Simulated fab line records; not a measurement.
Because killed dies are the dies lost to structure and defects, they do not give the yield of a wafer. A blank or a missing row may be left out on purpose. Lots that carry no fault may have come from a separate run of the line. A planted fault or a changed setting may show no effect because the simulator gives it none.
Matching of chambers / flow n5Finfet / rieDiel-04 running N5_GATE_CUT_HM_OPEN_40: 3 sister chambers
The step chemistry C4F6/O2, target SiO2, target depth 139 nm, time 85.1 s. 14 wafers are shown with their chamber, then 7 later ones without.

== WAFERS WITH THEIR CHAMBER ==
wafer=L075.2; chamber=3; showerheadPlenumPTorr (Torr)=2.92; throttleValvePct (%)=20.71; rfVppV (V)=666
wafer=L075.4; chamber=0; showerheadPlenumPTorr (Torr)=2.70; throttleValvePct (%)=21.16; rfVppV (V)=679
wafer=L075.6; chamber=3; showerheadPlenumPTorr (Torr)=2.92; throttleValvePct (%)=20.68; rfVppV (V)=665
wafer=L079.3; chamber=0; showerheadPlenumPTorr (Torr)=2.70; throttleValvePct (%)=21.18; rfVppV (V)=679
wafer=L079.4; chamber=3; showerheadPlenumPTorr (Torr)=2.92; throttleValvePct (%)=20.70; rfVppV (V)=665
wafer=L079.6; chamber=1; showerheadPlenumPTorr (Torr)=2.84; throttleValvePct (%)=21.21; rfVppV (V)=651
wafer=L080.1; chamber=0; showerheadPlenumPTorr (Torr)=2.69; throttleValvePct (%)=21.18; rfVppV (V)=680
wafer=L080.3; chamber=3; showerheadPlenumPTorr (Torr)=2.92; throttleValvePct (%)=20.72; rfVppV (V)=664
wafer=L080.6; chamber=3; showerheadPlenumPTorr (Torr)=2.92; throttleValvePct (%)=20.72; rfVppV (V)=665
wafer=L084.1; chamber=3; showerheadPlenumPTorr (Torr)=2.92; throttleValvePct (%)=20.73; rfVppV (V)=665
wafer=L084.2; chamber=0; showerheadPlenumPTorr (Torr)=2.69; throttleValvePct (%)=21.20; rfVppV (V)=679
wafer=L084.6; chamber=1; showerheadPlenumPTorr (Torr)=2.83; throttleValvePct (%)=21.24; rfVppV (V)=648
wafer=L087.1; chamber=3; showerheadPlenumPTorr (Torr)=2.91; throttleValvePct (%)=20.72; rfVppV (V)=665
wafer=L087.3; chamber=1; showerheadPlenumPTorr (Torr)=2.83; throttleValvePct (%)=21.23; rfVppV (V)=651

SIGNATURES (averages over the wafers above)
reading=showerheadPlenumPTorr; chamber 0=2.6950; chamber 1=2.8333; chamber 3=2.9186; scatter within a chamber=0.00479
reading=throttleValvePct; chamber 0=21.1800; chamber 1=21.2267; chamber 3=20.7114; scatter within a chamber=0.0164
reading=rfVppV; chamber 0=679.25; chamber 1=650.00; chamber 3=665.00; scatter within a chamber=0.892
Rule: a wafer's distance from a chamber is the root of the sum, over the readings, of the square of ((its reading less the chamber's mean) divided by the reading's scatter). If the next closest chamber is less than 2 further off than the closest, the wafer can't be placed; otherwise it belongs to the closest. The scatter: take each reading less its chamber's mean, square it, sum over the shown wafers, divide by the number of wafers less the number of chambers, and take the root.

== WAFERS WITH NO CHAMBER GIVEN ==
wafer=L087.6; showerheadPlenumPTorr (Torr)=2.91; throttleValvePct (%)=20.73; rfVppV (V)=664
wafer=L090.1; showerheadPlenumPTorr (Torr)=2.83; throttleValvePct (%)=21.25; rfVppV (V)=652
wafer=L090.4; showerheadPlenumPTorr (Torr)=2.83; throttleValvePct (%)=21.25; rfVppV (V)=651
wafer=L090.5; showerheadPlenumPTorr (Torr)=2.68; throttleValvePct (%)=21.23; rfVppV (V)=678
wafer=L092.3; showerheadPlenumPTorr (Torr)=2.91; throttleValvePct (%)=20.76; rfVppV (V)=668
wafer=L092.4; showerheadPlenumPTorr (Torr)=2.91; throttleValvePct (%)=20.75; rfVppV (V)=663
wafer=L092.6; showerheadPlenumPTorr (Torr)=2.68; throttleValvePct (%)=21.23; rfVppV (V)=680

== CHAMBER TAKEN BY EACH ==
wafer=L087.6; from the rows above=3; in truth=3
wafer=L090.1; from the rows above=1; in truth=1
wafer=L090.4; from the rows above=1; in truth=1
wafer=L090.5; from the rows above=0; in truth=0
wafer=L092.3; from the rows above=3; in truth=3
wafer=L092.4; from the rows above=3; in truth=3
wafer=L092.6; from the rows above=0; in truth=0
Placed correctly: 7 of 7. Number that these rows cannot place: 0. Number placed wrongly: 0.
